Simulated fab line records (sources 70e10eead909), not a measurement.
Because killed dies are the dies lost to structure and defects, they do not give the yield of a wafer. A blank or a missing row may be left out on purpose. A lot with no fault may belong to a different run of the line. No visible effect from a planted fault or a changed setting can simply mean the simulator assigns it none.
The tool behind it: which one? ; flow nand harc ; 10 lots with 30 wafers sampled at 5 steps, on a route of 1159 steps

== WHAT THE GAUGES READ, wafer by wafer ==
NHARC_END_SORT_01.
lot;measured;on;killed at array
L496;day 22 18:38;prober-01;19 18 92

== TOOL THAT RAN EACH LOT (tool first, then ch and the chambers of the sampled wafers, then the start) ==
lot;NHARC_A_STAIRCASE_TRIM_12;NHARC_A_BONDPAD_PRE_CLEAN_26;NHARC_THIN_TSV_ETCH_15;NHARC_THIN_TSV_STRIP_62
L485;rie diel-09 ch 0,1, day 11 06:49;pvd sputter-03, day 19 00:53 or earlier;rie si-01 ch 0,2,3, day 19 00:53;plasma asher-01 ch 0,1, day 19 02:52
L484;rie diel-04 ch 0,1,2, day 11 07:10;pvd sputter-02, day 18 23:49 or earlier;rie si-05 ch 0,3, day 18 23:49;plasma asher-02 ch 0,1, day 19 01:46
L486;rie diel-04 ch 0,1, day 11 13:24;pvd sputter-02, day 19 07:51 or earlier;rie si-01 ch 0,1,3, day 19 07:51;plasma asher-01 ch 0,1, day 19 09:38
L487;rie diel-03 ch 1,2,3, day 11 13:49;pvd sputter-01, day 19 08:56 or earlier;rie si-04 ch 0,1, day 19 08:56;plasma asher-01 ch 0,1, day 19 10:52
L496;rie diel-09 ch 1,2,3, day 14 04:31;pvd sputter-02, day 21 23:40 or earlier;rie si-04 ch 0,2, day 21 23:40;plasma asher-02 ch 0,1, day 22 01:36
L500;rie diel-04 ch 0,2,3, day 15 00:46;pvd sputter-02, day 23 11:10 or earlier;rie si-05 ch 2,3, day 23 11:10;plasma asher-01 ch 0,1, day 23 13:50
L501;rie diel-04 ch 0,1, day 15 00:56;pvd sputter-02, day 23 13:37 or earlier;rie si-04 ch 0,1,3, day 23 13:37;plasma asher-01 ch 0,1, day 23 17:53
L506;rie diel-03 ch 1,2, day 15 20:32;pvd sputter-03, day 24 13:50 or earlier;rie si-05 ch 0,1,3, day 24 13:50;plasma asher-02 ch 0, day 24 15:50
L503;rie diel-04 ch 0,1,2, day 16 00:17;pvd sputter-03, day 23 21:42 or earlier;rie si-05 ch 0,1, day 23 21:42;plasma asher-01 ch 0,1, day 23 23:40
L507;rie diel-04 ch 0,1,3, day 16 13:49;pvd sputter-01, day 24 12:41 or earlier;rie si-04 ch 0,1,2, day 24 12:41;plasma asher-01 ch 0,1, day 24 14:39
- NHARC_A_STAIRCASE_TRIM_12: chemistry O2, time 211.2 s.
- NHARC_A_BONDPAD_PRE_CLEAN_26: time 30 s.
- NHARC_THIN_TSV_ETCH_15: target depth 3000 nm, bosch target overetch cycles 2, bosch etch step 2.8 s.
- NHARC_THIN_TSV_STRIP_62: strips in N2/H2, time 20 s.

== THE ANSWER, worked out from the rows above alone ==
Rule: the lots themselves supply what counts as usual. Put in order of their means at a reading, lots are off if they are a third of the lots or fewer, leave a main group of 4 or more, and stand apart from it by a gap of 3 or more times the standard deviation of the main group's means; of several such gaps the widest counts. The tables above print the reading to a certain number of digits; a main group whose means all agree to those digits is not used. A lot without any number at a reading at which 4 lots or more have one is off too. Where the step has rows for the other lots, those lots are counted as sound.
Nothing can be told from this: no lot is off at any reading shown.

== WHAT HAD BEEN PUT IN BY THE SIMULATOR ==
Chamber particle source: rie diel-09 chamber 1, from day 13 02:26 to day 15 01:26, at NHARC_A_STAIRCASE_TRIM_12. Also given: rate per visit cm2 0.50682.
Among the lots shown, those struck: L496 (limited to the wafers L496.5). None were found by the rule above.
